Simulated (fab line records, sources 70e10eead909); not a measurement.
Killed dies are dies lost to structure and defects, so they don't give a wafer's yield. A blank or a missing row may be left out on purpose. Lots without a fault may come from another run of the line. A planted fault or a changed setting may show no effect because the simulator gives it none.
Which tool did it? | flow nand_harc | 13 lots, 39 wafers sampled, at 5 steps of a route of 1302

WHAT THE GAUGES READ, wafer by wafer
NHARC_THIN_TSV_CD_MEAS_33: target cd 5000 nm. Usual: cd_nm 4999.7 nm, standard deviation 1.9.
lot  | measured     | on        | cd_nm (nm)           | flag
L829 | day 24 16:57 | cd_sem-03 | 5000.6 4999.5 5001.2 |
L830 | day 24 19:08 | cd_sem-02 | 4997.3 5000.7 4998.0 |
L832 | day 25 03:40 | cd_sem-03 | 5000.8 4996.9 4996.0 |
L833 | day 26 06:22 | cd_sem-01 | 4998.6 4999.9 4997.8 |
L834 | day 26 07:52 | cd_sem-02 | 5002.5 5001.2 5000.6 |
L835 | day 27 07:38 | cd_sem-03 | 4997.9 4998.3 5000.6 |
L837 | day 28 05:29 | cd_sem-01 | 4996.6 5000.1 4997.2 |
L839 | day 28 17:17 | cd_sem-01 | 4998.7 4998.1 5000.9 |
L841 | day 29 04:41 | cd_sem-02 | 5000.1 5000.5 5001.7 |
L844 | day 30 08:09 | cd_sem-03 | 4995.6 4995.9 4998.4 |
L843 | day 30 09:11 | cd_sem-01 | 5002.0 5001.3 5001.1 |
L846 | day 31 05:25 | cd_sem-02 | 4999.6 5000.4 5002.7 |
L845 | day 31 06:28 | cd_sem-01 | 4999.0 5001.2 5002.2 |

NHARC_END_SORT_01. Usual: killed_at_array 64, standard deviation 18; killed_at_other 0.8, standard deviation 1.1; killed_at_periphery 3.8, standard deviation 2.7; killed_dies 68, standard deviation 18; killed_open 3.3, standard deviation 1.9; killed_short 2.3, standard deviation 1.8.
lot  | measured     | on        | killed_at_array | killed_at_other | killed_at_periphery | killed_dies | killed_open | killed_short | flag
L829 | day 25 00:53 | prober-02 | 51 58 80        | 1 0 1           | 5 7 4               | 57 65 85    | 2 7 0       | 3 1 4        |
L833 | day 26 15:43 | prober-01 | 80 85 92        | 0 1 0           | 3 1 1               | 83 87 93    | 2 1 4       | 2 0 4        |
L834 | day 26 16:34 | prober-02 | 56 65 59        | 0 2 0           | 3 2 2               | 59 69 61    | 4 1 2       | 3 2 0        |
L835 | day 27 18:17 | prober-01 | 62 63 65        | 3 3 4           | 11 9 2              | 76 75 71    | 2 8 4       | 1 2 4        |
L837 | day 28 17:43 | prober-02 | 71 82 72        | 0 1 1           | 1 0 5               | 72 83 78    | 3 3 4       | 1 3 2        |
L839 | day 29 03:22 | prober-01 | 71 53 56        | 0 0 0           | 0 4 4               | 71 57 60    | 3 3 3       | 3 0 1        |
L841 | day 29 14:08 | prober-01 | 75 64 69        | 0 0 0           | 7 5 7               | 82 69 76    | 3 0 2       | 0 1 1        |
L844 | day 30 18:55 | prober-01 | 52 56 48        | 1 0 1           | 4 7 9               | 57 63 58    | 3 7 6       | 2 1 3        |
L843 | day 30 19:38 | prober-02 | 61 44 47        | 1 0 1           | 2 2 1               | 64 46 49    | 2 5 3       | 3 1 4        |
L846 | day 31 15:59 | prober-02 | 136 95 138      | 0 0 0           | 1 3 0               | 137 98 138  | 3 3 2       | 2 2 0        | OFF
L845 | day 31 15:59 | prober-01 | 133 145 101     | 1 1 3           | 2 0 3               | 136 146 107 | 4 2 3       | 0 1 4        | OFF

WHICH TOOL RAN EACH LOT (tool, then ch and the chambers of the sampled wafers, then the start)
lot  | NHARC_A_CONTACT_ETCH_97            | NHARC_THIN_TSV_ETCH_15           | NHARC_THIN_TSV_STRIP_45
L829 | rie_diel-03 ch 0,1,3, day 22 18:46 | rie_si-02 ch 0,2,3, day 24 11:52 | plasma_asher-02 ch 0,1, day 24 12:05
L830 | rie_diel-08 ch 0,2,3, day 22 21:18 | rie_si-06 ch 0,3, day 24 14:10   | plasma_asher-01 ch 0,1, day 24 14:29
L832 | rie_diel-08 ch 0,2,3, day 23 05:26 | rie_si-02 ch 1,2,3, day 24 22:34 | plasma_asher-01 ch 0,1, day 24 22:47
L833 | rie_diel-03 ch 1,2,3, day 24 04:55 | rie_si-01 ch 0,2,3, day 26 01:16 | plasma_asher-02 ch 0,1, day 26 01:29
L834 | rie_diel-08 ch 0,2,3, day 24 07:49 | rie_si-06 ch 1,2, day 26 02:45   | plasma_asher-02 ch 0,1, day 26 02:58
L835 | rie_diel-08 ch 1,2,3, day 25 07:05 | rie_si-02 ch 0,1, day 27 02:40   | plasma_asher-02 ch 0,1, day 27 02:59
L837 | rie_diel-08 ch 0,2, day 26 04:42   | rie_si-01 ch 0,1,3, day 28 00:32 | plasma_asher-01 ch 0, day 28 00:48
L839 | rie_diel-02 ch 0,1,3, day 26 15:47 | rie_si-01 ch 2,3, day 28 12:13   | plasma_asher-01 ch 0,1, day 28 12:28
L841 | rie_diel-08 ch 0,1, day 26 22:44   | rie_si-01 ch 2,3, day 28 23:44   | plasma_asher-02 ch 0,1, day 28 23:57
L844 | rie_diel-08 ch 1,2, day 28 10:12   | rie_si-02 ch 1,3, day 30 01:51   | plasma_asher-02 ch 0,1, day 30 02:56
L843 | rie_diel-03 ch 2,3, day 28 10:56   | rie_si-06 ch 0,3, day 30 03:01   | plasma_asher-02 ch 0,1, day 30 04:23
L846 | rie_diel-08 ch 0,2,3, day 29 03:43 | rie_si-02 ch 0,1,2, day 31 00:20 | plasma_asher-01 ch 0,1, day 31 00:33
L845 | rie_diel-08 ch 0,1,2, day 29 10:32 | rie_si-06 ch 0,3, day 31 01:25   | plasma_asher-02 ch 0,1, day 31 01:37
- NHARC_A_CONTACT_ETCH_97: etches the open film in C4F6/O2, target depth 20 nm, time 10 s.
- NHARC_THIN_TSV_ETCH_15: target depth 3000 nm, bosch target overetch cycles 2, bosch etch step 2.8 s.
- NHARC_THIN_TSV_STRIP_45: strips in O2.

WHAT THE TOOLS THEMSELVES READ (means of the sampled wafers that have a number; where no wafer has one, the mark that the record gives instead)
NHARC_A_CONTACT_ETCH_97. Usual: drypump_motor_current_A 5.8 A, standard deviation 0.4; oes_product_au 0.954 a.u., standard deviation 0.02; rf_vpp_V 545.4 V, standard deviation 2.2; showerhead_plenum_p_Torr 3.85 Torr, standard deviation 0.1; throttle_valve_pct 26.904 %, standard deviation 0.0089.
lot  | tool        | drypump_motor_current_A (A) | oes_product_au (a.u.) | rf_vpp_V (V) | showerhead_plenum_p_Torr (Torr) | throttle_valve_pct (%) | flag
L829 | rie_diel-03 | 5.7                         | 0.968                 | 548.0        | 3.99                            | 26.907                 |
L830 | rie_diel-08 | 6.0                         | 0.950                 | 545.1        | 3.82                            | 26.905                 |
L832 | rie_diel-08 | 6.0                         | 0.959                 | 545.4        | 3.82                            | 26.913                 |
L833 | rie_diel-03 | 5.5                         | 0.941                 | 548.0        | 3.97                            | 26.911                 |
L834 | rie_diel-08 | 6.0                         | 0.939                 | 544.0        | 3.82                            | 26.906                 |
L835 | rie_diel-08 | 6.0                         | 0.950                 | 545.3        | 3.82                            | 26.903                 |
L837 | rie_diel-08 | 5.9                         | 0.949                 | 544.3        | 3.82                            | 26.901                 |
L839 | rie_diel-02 | 5.5                         | 0.998                 | 547.5        | 3.95                            | 26.907                 |
L841 | rie_diel-08 | 5.9                         | 0.946                 | 544.9        | 3.81                            | 26.899                 |
L844 | rie_diel-08 | 5.9                         | 0.939                 | 545.2        | 3.82                            | 26.905                 |
L843 | rie_diel-03 | 5.4                         | 0.933                 | 545.4        | 3.85                            | 26.904                 |
L846 | rie_diel-08 | 6.0                         | 0.952                 | 544.7        | 3.80                            | 26.896                 |
L845 | rie_diel-08 | 5.9                         | 0.947                 | 544.0        | 3.81                            | 26.901                 |

NHARC_THIN_TSV_ETCH_15. Usual: drypump_motor_current_A 5.8 A, standard deviation 0.39.
lot  | tool      | drypump_motor_current_A (A) | flag
L829 | rie_si-02 | 5.8                         |
L830 | rie_si-06 | 6.0                         |
L832 | rie_si-02 | 5.8                         |
L833 | rie_si-01 | 5.8                         |
L834 | rie_si-06 | 6.1                         |
L835 | rie_si-02 | 5.6                         |
L837 | rie_si-01 | 5.9                         |
L839 | rie_si-01 | 6.1                         |
L841 | rie_si-01 | 5.7                         |
L844 | rie_si-02 | 5.8                         |
L843 | rie_si-06 | 6.0                         |
L846 | rie_si-02 | 5.6                         |
L845 | rie_si-06 | 6.0                         |

NHARC_THIN_TSV_STRIP_45. Usual: drypump_motor_current_A 5.4 A, standard deviation 0.45; heater_power_w 387 W, standard deviation 38.
lot  | tool            | drypump_motor_current_A (A) | heater_power_w (W) | flag
L829 | plasma_asher-02 | 5.1                         | 410                |
L830 | plasma_asher-01 | 6.0                         | 369                |
L832 | plasma_asher-01 | 6.0                         | 371                |
L833 | plasma_asher-02 | 5.1                         | 408                |
L834 | plasma_asher-02 | 5.1                         | 416                |
L835 | plasma_asher-02 | 5.2                         | 389                |
L837 | plasma_asher-01 | 6.1                         | 314                |
L839 | plasma_asher-01 | 6.0                         | 343                |
L841 | plasma_asher-02 | 5.2                         | 399                |
L844 | plasma_asher-02 | 5.1                         | 401                |
L843 | plasma_asher-02 | 5.1                         | 410                |
L846 | plasma_asher-01 | 6.0                         | 344                |
L845 | plasma_asher-02 | 5.1                         | 415                |

THE ANSWER, worked out from the rows above alone
Rule: a lot is off if the mean of its wafers that have a number lies more than 3 standard deviations from the usual mean. A lot without any number at a reading at which 4 lots or more have one is off too. The other lots that the step has rows for count as sound. The gauges are gone through in route order, then the tools' own readings, and for those a lot's mean is taken as printed above. The first step at which some lot is off is used, and at that step the reading that is off furthest; a lot without a number counts as furthest.
Off: L846, L845, at NHARC_END_SORT_01 (killed_at_array). Neither off nor sound, because the step has no rows for them: L830, L832.
A tool fits if, at a process step before that reading, it ran every lot that is off, and no sound lot after the first of them. The gauges at NHARC_END_SORT_01 are tried like those tools. One fits: rie_diel-08 at NHARC_A_CONTACT_ETCH_97. Its last sound lot is L844 (day 28 10:12), its first lot that is off L846 (day 29 03:43): a fault that began between those two fits.

WHAT THE SIMULATOR HAD PUT IN
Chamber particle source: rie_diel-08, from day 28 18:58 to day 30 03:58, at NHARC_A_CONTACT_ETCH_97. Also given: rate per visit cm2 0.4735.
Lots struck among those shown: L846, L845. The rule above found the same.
